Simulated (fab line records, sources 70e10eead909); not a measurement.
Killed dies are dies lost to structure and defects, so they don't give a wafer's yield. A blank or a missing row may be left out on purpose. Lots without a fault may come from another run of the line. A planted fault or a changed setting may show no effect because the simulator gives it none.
Which tool did it? | flow nand_harc | 24 lots, 72 wafers sampled, at 6 steps of a route of 1159

WHAT THE GAUGES READ, wafer by wafer
The record holds no reading of a measuring or inspecting step that can be judged against a usual standard deviation.

WHICH TOOL RAN EACH LOT (tool, then ch and the chambers of the sampled wafers, then the start)
lot  | NHARC_A_STAIRCASE_ETCH_19                     | NHARC_A_STAIRCASE_TRIM_196         | NHARC_A_STAIRCASE_ETCH_203                    | NHARC_A_STAIRCASE_TRIM_231                    | NHARC_A_STAIRCASE_DESCUM_291       | NHARC_A_STAIRCASE_DEP_325
L074 | rie_diel-13 ch 0,1,2, day 10 17:35 or earlier | rie_diel-13 ch 0,3, day 10 17:35   | rie_diel-13 ch 0,1,2, day 11 06:14 or earlier | rie_diel-05 ch 1,2,3, day 11 06:14 or earlier | rie_diel-08 ch 0,1, day 11 06:14   | pecvd-02 ch 1,2, day 12 23:25
L075 | rie_diel-08 ch 0,1,2, day 11 10:35 or earlier | rie_diel-05 ch 0,2,3, day 11 10:35 | rie_diel-05 ch 1,2,3, day 11 20:37 or earlier | rie_diel-08 ch 0,1,2, day 11 20:37 or earlier | rie_diel-08 ch 0,1,2, day 11 20:37 | pecvd-04 ch 1,2, day 13 13:15
L077 | rie_diel-05 ch 1,2,3, day 11 15:23 or earlier | rie_diel-13 ch 0,2,3, day 11 15:23 | rie_diel-13 ch 0,1,2, day 12 05:13 or earlier | rie_diel-08 ch 0,1,2, day 12 05:13 or earlier | rie_diel-08 ch 1,2,3, day 12 05:13 | pecvd-04 ch 1,2, day 13 16:56
L078 | rie_diel-05 ch 0,1, day 11 22:00 or earlier   | rie_diel-13 ch 0,2, day 11 22:00   | rie_diel-13 ch 1,2, day 12 08:12 or earlier   | rie_diel-08 ch 1,2,3, day 12 08:12 or earlier | rie_diel-08 ch 0,1,2, day 12 08:12 | pecvd-03 ch 0,1, day 13 22:54
L076 | rie_diel-13 ch 2,3, day 12 00:27 or earlier   | rie_diel-13 ch 1,2, day 12 00:27   | rie_diel-13 ch 0,1, day 12 12:26 or earlier   | rie_diel-13 ch 0,1,3, day 12 12:26 or earlier | rie_diel-08 ch 1,3, day 12 12:26   | pecvd-03 ch 0,1,2, day 14 03:00
L079 | rie_diel-05 ch 0,1,3, day 12 01:29 or earlier | rie_diel-05 ch 0,2,3, day 12 01:29 | rie_diel-05 ch 0,2,3, day 12 12:51 or earlier | rie_diel-08 ch 1,2,3, day 12 12:51 or earlier | rie_diel-08 ch 0,1,2, day 12 12:51 | pecvd-02 ch 0,1,2, day 14 02:53
L080 | rie_diel-08 ch 2,3, day 13 01:21 or earlier   | rie_diel-05 ch 1,2, day 13 01:21   | rie_diel-05 ch 1,2,3, day 13 12:04 or earlier | rie_diel-05 ch 2,3, day 13 12:04 or earlier   | rie_diel-08 ch 1,2,3, day 13 12:04 | pecvd-03 ch 0,1,2, day 15 06:00
L082 | rie_diel-08 ch 0,1,3, day 13 02:07 or earlier | rie_diel-08 ch 0,2,3, day 13 02:07 | rie_diel-08 ch 0,2,3, day 13 12:53 or earlier | rie_diel-08 ch 0,2,3, day 13 12:53 or earlier | rie_diel-13 ch 0,2, day 13 12:53   | pecvd-03 ch 0,2, day 15 05:25
L081 | rie_diel-13 ch 1,2,3, day 13 02:38 or earlier | rie_diel-13 ch 1,2, day 13 02:38   | rie_diel-13 ch 1,2,3, day 13 14:46 or earlier | rie_diel-13 ch 0,1,2, day 13 14:46 or earlier | rie_diel-05 ch 0,1,3, day 13 14:46 | pecvd-04 ch 0,1,2, day 15 05:38
L083 | rie_diel-05 ch 1,2,3, day 13 08:28 or earlier | rie_diel-05 ch 0,1,2, day 13 08:28 | rie_diel-05 ch 0,1,3, day 13 21:48 or earlier | rie_diel-05 ch 1,2, day 13 21:48 or earlier   | rie_diel-13 ch 0,2,3, day 13 21:48 | pecvd-02 ch 0,1,2, day 15 16:45
L084 | rie_diel-05 ch 0,3, day 13 18:31 or earlier   | rie_diel-13 ch 0,1,2, day 13 18:31 | rie_diel-13 ch 0,1,2, day 14 06:47 or earlier | rie_diel-05 ch 1,2, day 14 06:47 or earlier   | rie_diel-13 ch 0,1,3, day 14 06:47 | pecvd-03 ch 0,1,2, day 16 01:34
L086 | rie_diel-05 ch 1,2,3, day 14 02:57 or earlier | rie_diel-08 ch 0,1,3, day 14 02:57 | rie_diel-08 ch 0,1, day 14 13:50 or earlier   | rie_diel-05 ch 0,3, day 14 13:50 or earlier   | rie_diel-08 ch 1,2, day 14 13:50   | pecvd-04 ch 1,2, day 16 01:40
L085 | rie_diel-13 ch 1,2,3, day 14 04:11 or earlier | rie_diel-08 ch 0,2, day 14 04:11   | rie_diel-08 ch 0,3, day 14 17:29 or earlier   | rie_diel-08 ch 0,2,3, day 14 17:29 or earlier | rie_diel-08 ch 0,2, day 14 17:29   | pecvd-04 ch 0,2, day 16 05:52
L087 | rie_diel-13 ch 0,2, day 14 20:47 or earlier   | rie_diel-08 ch 1,2,3, day 14 20:47 | rie_diel-08 ch 0,1,3, day 15 07:42 or earlier | rie_diel-08 ch 0,1,2, day 15 07:42 or earlier | rie_diel-13 ch 1,3, day 15 07:42   | pecvd-03 ch 1,2, day 17 02:16
L089 | rie_diel-08 ch 0,1,2, day 14 21:25 or earlier | rie_diel-08 ch 1,2,3, day 14 21:25 | rie_diel-08 ch 0,1,3, day 15 08:13 or earlier | rie_diel-08 ch 0,1,2, day 15 08:13 or earlier | rie_diel-13 ch 1,2,3, day 15 08:13 | pecvd-02 ch 0,1,2, day 17 02:23
L090 | rie_diel-05 ch 0,2,3, day 15 02:46 or earlier | rie_diel-08 ch 1,2, day 15 02:46   | rie_diel-08 ch 0,1, day 15 14:44 or earlier   | rie_diel-13 ch 1,2, day 15 14:44 or earlier   | rie_diel-05 ch 0,3, day 15 14:44   | pecvd-02 ch 0,2, day 17 08:44
L091 | rie_diel-13 ch 0,2,3, day 15 02:58 or earlier | rie_diel-05 ch 1,2, day 15 02:58   | rie_diel-05 ch 1,2,3, day 15 16:24 or earlier | rie_diel-08 ch 0,2,3, day 15 16:24 or earlier | rie_diel-13 ch 0,1,3, day 15 16:24 | pecvd-03 ch 1,2, day 17 08:37
L088 | rie_diel-05 ch 0,2,3, day 15 03:14 or earlier | rie_diel-13 ch 0,3, day 15 03:14   | rie_diel-13 ch 0,2,3, day 15 17:38 or earlier | rie_diel-08 ch 0,1,3, day 15 17:38 or earlier | rie_diel-08 ch 0,1,2, day 15 17:38 | pecvd-04 ch 0,1,2, day 17 08:40
L095 | rie_diel-08 ch 2,3, day 15 19:34 or earlier   | rie_diel-05 ch 2,3, day 15 19:34   | rie_diel-05 ch 1,2,3, day 16 07:07 or earlier | rie_diel-08 ch 1,2, day 16 07:07 or earlier   | rie_diel-08 ch 0,1,3, day 16 07:07 | pecvd-03 ch 0,1,2, day 17 21:45
L093 | rie_diel-08 ch 0,1,2, day 15 21:16 or earlier | rie_diel-08 ch 0,2,3, day 15 21:16 | rie_diel-08 ch 0,2,3, day 16 08:59 or earlier | rie_diel-08 ch 0,1,2, day 16 08:59 or earlier | rie_diel-05 ch 1,2,3, day 16 08:59 | pecvd-04 ch 0,2, day 17 21:35
L094 | rie_diel-13 ch 0,2,3, day 15 22:47 or earlier | rie_diel-08 ch 2,3, day 15 22:47   | rie_diel-08 ch 0,1, day 16 11:28 or earlier   | rie_diel-08 ch 0,2, day 16 11:28 or earlier   | rie_diel-08 ch 0,3, day 16 11:28   | pecvd-02 ch 0,1,2, day 17 21:37
L092 | rie_diel-08 ch 1,2,3, day 15 23:50 or earlier | rie_diel-13 ch 0,1,2, day 15 23:50 | rie_diel-13 ch 0,3, day 16 13:19 or earlier   | rie_diel-05 ch 2,3, day 16 13:19 or earlier   | rie_diel-13 ch 0,3, day 16 13:19   | pecvd-02 ch 0,1, day 18 12:56
L096 | rie_diel-08 ch 0,2, day 16 11:34 or earlier   | rie_diel-13 ch 0,2, day 16 11:34   | rie_diel-13 ch 0,1, day 17 00:46 or earlier   | rie_diel-08 ch 0,1,2, day 17 00:46 or earlier | rie_diel-13 ch 0,1,3, day 17 00:46 | pecvd-03 ch 0,1, day 18 22:38
L097 | rie_diel-05 ch 0,1, day 16 11:49 or earlier   | rie_diel-05 ch 0,1,3, day 16 11:49 | rie_diel-05 ch 0,2,3, day 17 01:05 or earlier | rie_diel-13 ch 0,1, day 17 01:05 or earlier   | rie_diel-08 ch 0,1,3, day 17 01:05 | pecvd-02 ch 0,1,2, day 18 22:34
- NHARC_A_STAIRCASE_ETCH_19: etches the open film in C4F8/O2, target depth 100 nm, time 40.5 s.
- NHARC_A_STAIRCASE_TRIM_196: chemistry O2, time 211.2 s.
- NHARC_A_STAIRCASE_ETCH_203: etches the open film in C4F8/O2, target depth 100 nm, time 40.5 s.
- NHARC_A_STAIRCASE_TRIM_231: chemistry O2, time 211.2 s.
- NHARC_A_STAIRCASE_DESCUM_291: chemistry O2, time 3 s.
- NHARC_A_STAIRCASE_DEP_325: deposits SiO2, target thk 3800 nm.

WHAT THE TOOLS THEMSELVES READ (means of the sampled wafers that have a number; where no wafer has one, the mark that the record gives instead)
NHARC_A_STAIRCASE_ETCH_19.
lot  | tool        | oes_product_au (a.u.) | rf_vpp_V (V)
L074 | rie_diel-13 | 0.932                 | 893
L075 | rie_diel-08 | 0.942                 | 897
L077 | rie_diel-05 | 0.942                 | 898
L078 | rie_diel-05 | 0.954                 | 904
L076 | rie_diel-13 | 0.946                 | 899
L079 | rie_diel-05 | 0.934                 | 902
L080 | rie_diel-08 | 0.934                 | 891
L082 | rie_diel-08 | 0.937                 | 898
L081 | rie_diel-13 | 0.939                 | 897
L083 | rie_diel-05 | 0.942                 | 899
L084 | rie_diel-05 | 0.946                 | 901
L086 | rie_diel-05 | 0.930                 | 899
L085 | rie_diel-13 | 0.932                 | 897
L087 | rie_diel-13 | 0.949                 | 900
L089 | rie_diel-08 | 0.941                 | 897
L090 | rie_diel-05 | 0.928                 | 898
L091 | rie_diel-13 | 0.936                 | 901
L088 | rie_diel-05 | 0.951                 | 899
L095 | rie_diel-08 | 0.932                 | 892
L093 | rie_diel-08 | 0.939                 | 896
L094 | rie_diel-13 | 0.937                 | 900
L092 | rie_diel-08 | 0.932                 | 894
L096 | rie_diel-08 | 0.934                 | 894
L097 | rie_diel-05 | 0.933                 | 903

NHARC_A_STAIRCASE_TRIM_196.
lot  | tool        | drypump_motor_current_A (A) | oes_product_au (a.u.) | rf_vpp_V (V) | showerhead_plenum_p_Torr (Torr) | throttle_valve_pct (%)
L074 | rie_diel-13 | 6.0                         | 0.999                 | 58.2         | 3.41                            | 17.044
L075 | rie_diel-05 | 6.0                         | 1.004                 | 57.8         | 3.62                            | 17.039
L077 | rie_diel-13 | 6.0                         | 0.999                 | 58.3         | 3.50                            | 17.043
L078 | rie_diel-13 | 5.8                         | 1.005                 | 58.1         | 3.47                            | 17.037
L076 | rie_diel-13 | 5.9                         | 1.002                 | 58.2         | 3.52                            | 17.038
L079 | rie_diel-05 | 6.0                         | 0.999                 | 58.0         | 3.62                            | 17.041
L080 | rie_diel-05 | 5.7                         | 1.004                 | 57.9         | 3.60                            | 17.039
L082 | rie_diel-08 | 5.8                         | 0.993                 | 57.1         | 3.49                            | 17.034
L081 | rie_diel-13 | 6.1                         | 1.008                 | 57.4         | 3.48                            | 17.038
L083 | rie_diel-05 | 5.9                         | 0.996                 | 57.7         | 3.66                            | 17.038
L084 | rie_diel-13 | 6.0                         | 0.988                 | 58.4         | 3.60                            | 17.036
L086 | rie_diel-08 | 5.6                         | 1.000                 | 58.7         | 3.57                            | 17.039
L085 | rie_diel-08 | 5.9                         | 0.996                 | 58.1         | 3.57                            | 17.031
L087 | rie_diel-08 | 5.5                         | 0.995                 | 57.4         | 3.47                            | 17.036
L089 | rie_diel-08 | 5.5                         | 0.996                 | 57.5         | 3.47                            | 17.027
L090 | rie_diel-08 | 5.3                         | 0.998                 | 58.8         | 3.53                            | 17.027
L091 | rie_diel-05 | 5.8                         | 1.013                 | 58.8         | 3.64                            | 17.031
L088 | rie_diel-13 | 6.0                         | 0.980                 | 58.0         | 3.75                            | 17.041
L095 | rie_diel-05 | 5.8                         | 0.999                 | 58.9         | 3.54                            | 17.038
L093 | rie_diel-08 | 5.8                         | 1.002                 | 57.3         | 3.48                            | 17.029
L094 | rie_diel-08 | 5.6                         | 0.997                 | 58.0         | 3.38                            | 17.033
L092 | rie_diel-13 | 5.9                         | 1.000                 | 57.6         | 3.59                            | 17.038
L096 | rie_diel-13 | 5.9                         | 0.996                 | 58.5         | 3.71                            | 17.033
L097 | rie_diel-05 | 6.1                         | 0.998                 | 57.2         | 3.66                            | 17.040

NHARC_A_STAIRCASE_ETCH_203.
lot  | tool        | oes_product_au (a.u.) | rf_vpp_V (V)
L074 | rie_diel-13 | 0.944                 | 892
L075 | rie_diel-05 | 0.930                 | 899
L077 | rie_diel-13 | 0.946                 | 892
L078 | rie_diel-13 | 0.931                 | 894
L076 | rie_diel-13 | 0.945                 | 891
L079 | rie_diel-05 | 0.944                 | 899
L080 | rie_diel-05 | 0.944                 | 899
L082 | rie_diel-08 | 0.937                 | 896
L081 | rie_diel-13 | 0.947                 | 897
L083 | rie_diel-05 | 0.926                 | 901
L084 | rie_diel-13 | 0.952                 | 898
L086 | rie_diel-08 | 0.948                 | 901
L085 | rie_diel-08 | 0.950                 | 898
L087 | rie_diel-08 | 0.933                 | 897
L089 | rie_diel-08 | 0.928                 | 897
L090 | rie_diel-08 | 0.941                 | 901
L091 | rie_diel-05 | 0.951                 | 898
L088 | rie_diel-13 | 0.943                 | 901
L095 | rie_diel-05 | 0.947                 | 899
L093 | rie_diel-08 | 0.939                 | 894
L094 | rie_diel-08 | 0.923                 | 900
L092 | rie_diel-13 | 0.939                 | 903
L096 | rie_diel-13 | 0.939                 | 897
L097 | rie_diel-05 | 0.953                 | 899

NHARC_A_STAIRCASE_TRIM_231.
lot  | tool        | drypump_motor_current_A (A) | oes_product_au (a.u.) | rf_vpp_V (V) | showerhead_plenum_p_Torr (Torr) | throttle_valve_pct (%)
L074 | rie_diel-05 | 5.9                         | 1.005                 | 58.9         | 3.61                            | 17.043
L075 | rie_diel-08 | 5.6                         | 0.996                 | 57.8         | 3.56                            | 17.031
L077 | rie_diel-08 | 5.6                         | 0.989                 | 57.9         | 3.56                            | 17.032
L078 | rie_diel-08 | 5.5                         | 0.994                 | 57.7         | 3.48                            | 17.039
L076 | rie_diel-13 | 6.1                         | 0.996                 | 58.0         | 3.46                            | 17.030
L079 | rie_diel-08 | 5.5                         | 0.997                 | 57.6         | 3.48                            | 17.030
L080 | rie_diel-05 | 6.0                         | 0.998                 | 57.5         | 3.55                            | 17.035
L082 | rie_diel-08 | 5.8                         | 0.991                 | 57.0         | 3.49                            | 17.032
L081 | rie_diel-13 | 6.0                         | 0.996                 | 57.6         | 3.60                            | 17.035
L083 | rie_diel-05 | 5.7                         | 0.999                 | 58.0         | 3.59                            | 17.026
L084 | rie_diel-05 | 5.8                         | 1.002                 | 57.6         | 3.65                            | 17.038
L086 | rie_diel-05 | 6.1                         | 1.003                 | 58.1         | 3.68                            | 17.041
L085 | rie_diel-08 | 5.8                         | 0.988                 | 58.4         | 3.49                            | 17.040
L087 | rie_diel-08 | 5.6                         | 1.002                 | 57.2         | 3.54                            | 17.041
L089 | rie_diel-08 | 5.6                         | 0.992                 | 58.1         | 3.54                            | 17.039
L090 | rie_diel-13 | 6.1                         | 1.003                 | 57.4         | 3.47                            | 17.040
L091 | rie_diel-08 | 5.8                         | 1.004                 | 57.3         | 3.48                            | 17.039
L088 | rie_diel-08 | 5.6                         | 0.996                 | 57.0         | 3.57                            | 17.037
L095 | rie_diel-08 | 5.5                         | 0.993                 | 57.9         | 3.44                            | 17.026
L093 | rie_diel-08 | 5.6                         | 0.993                 | 58.6         | 3.54                            | 17.027
L094 | rie_diel-08 | 5.9                         | 0.996                 | 58.3         | 3.56                            | 17.027
L092 | rie_diel-05 | 6.1                         | 0.993                 | 58.3         | 3.54                            | 17.039
L096 | rie_diel-08 | 5.6                         | 0.994                 | 58.4         | 3.53                            | 17.045
L097 | rie_diel-13 | 6.1                         | 1.002                 | 57.7         | 3.54                            | 17.034

NHARC_A_STAIRCASE_DESCUM_291.
lot  | tool        | drypump_motor_current_A (A) | oes_product_au (a.u.) | rf_vpp_V (V) | showerhead_plenum_p_Torr (Torr) | throttle_valve_pct (%)
L074 | rie_diel-08 | 5.7                         | 1.003                 | 57.5         | 1.99                            | 11.317
L075 | rie_diel-08 | 5.6                         | 0.997                 | 57.5         | 1.93                            | 11.308
L077 | rie_diel-08 | 5.5                         | 1.004                 | 57.8         | 1.88                            | 11.308
L078 | rie_diel-08 | 5.6                         | 0.993                 | 57.8         | 1.93                            | 11.308
L076 | rie_diel-08 | 5.4                         | 0.996                 | 58.0         | 1.93                            | 11.316
L079 | rie_diel-08 | 5.6                         | 0.988                 | 57.6         | 1.93                            | 11.308
L080 | rie_diel-08 | 5.5                         | 0.999                 | 58.1         | 1.88                            | 11.318
L082 | rie_diel-13 | 5.8                         | 1.005                 | 58.1         | 1.98                            | 11.312
L081 | rie_diel-05 | 6.1                         | 1.001                 | 58.5         | 2.00                            | 11.307
L083 | rie_diel-13 | 6.0                         | 0.999                 | 58.7         | 1.99                            | 11.315
L084 | rie_diel-13 | 6.1                         | 1.001                 | 58.4         | 1.97                            | 11.314
L086 | rie_diel-08 | 5.3                         | 0.995                 | 58.3         | 1.91                            | 11.309
L085 | rie_diel-08 | 5.9                         | 0.998                 | 57.9         | 1.93                            | 11.308
L087 | rie_diel-13 | 6.2                         | 0.997                 | 57.7         | 1.90                            | 11.311
L089 | rie_diel-13 | 6.1                         | 1.002                 | 57.5         | 1.92                            | 11.303
L090 | rie_diel-05 | 6.2                         | 0.986                 | 58.3         | 1.96                            | 11.306
L091 | rie_diel-13 | 6.1                         | 0.989                 | 58.3         | 1.97                            | 11.305
L088 | rie_diel-08 | 5.6                         | 0.997                 | 57.9         | 1.92                            | 11.316
L095 | rie_diel-08 | 5.6                         | 1.001                 | 58.8         | 1.93                            | 11.313
L093 | rie_diel-05 | 5.9                         | 0.991                 | 58.6         | 1.95                            | 11.305
L094 | rie_diel-08 | 5.8                         | 0.994                 | 58.2         | 1.90                            | 11.322
L092 | rie_diel-13 | 6.0                         | 0.994                 | 58.9         | 2.03                            | 11.302
L096 | rie_diel-13 | 6.1                         | 0.997                 | 58.5         | 1.96                            | 11.311
L097 | rie_diel-08 | 5.6                         | 0.997                 | 57.4         | 1.93                            | 11.312

NHARC_A_STAIRCASE_DEP_325.
lot  | tool     | heater_power_w (W)
L074 | pecvd-02 | 651
L075 | pecvd-04 | 584
L077 | pecvd-04 | 530
L078 | pecvd-03 | 661
L076 | pecvd-03 | 678
L079 | pecvd-02 | 710
L080 | pecvd-03 | 667
L082 | pecvd-03 | 688
L081 | pecvd-04 | 579
L083 | pecvd-02 | 619
L084 | pecvd-03 | 675
L086 | pecvd-04 | 588
L085 | pecvd-04 | 530
L087 | pecvd-03 | 720
L089 | pecvd-02 | 677
L090 | pecvd-02 | 663
L091 | pecvd-03 | 740
L088 | pecvd-04 | 578
L095 | pecvd-03 | 668
L093 | pecvd-04 | 608
L094 | pecvd-02 | 700
L092 | pecvd-02 | 679
L096 | pecvd-03 | 637
L097 | pecvd-02 | 636

THE ANSWER, worked out from the rows above alone
Rule: what is usual is taken from the lots themselves. Put in order of their means at a reading, lots are off if they are a third of the lots or fewer, leave a main group of 4 or more, and stand apart from it by a gap of 3 or more times the standard deviation of the main group's means; of several such gaps the widest counts. A main group whose means are all the same, to the digits that the tables above print for the reading, isn't used. A lot without any number at a reading at which 4 lots or more have one is off too. The other lots that the step has rows for count as sound. The gauges are gone through in route order, then the tools' own readings, and for those a lot's mean is taken as printed above. The first step at which some lot is off is used, and at that step the reading that is off furthest; a lot without a number counts as furthest.
No lot is off at any reading shown: from this, nothing can be told.

WHAT THE SIMULATOR HAD PUT IN
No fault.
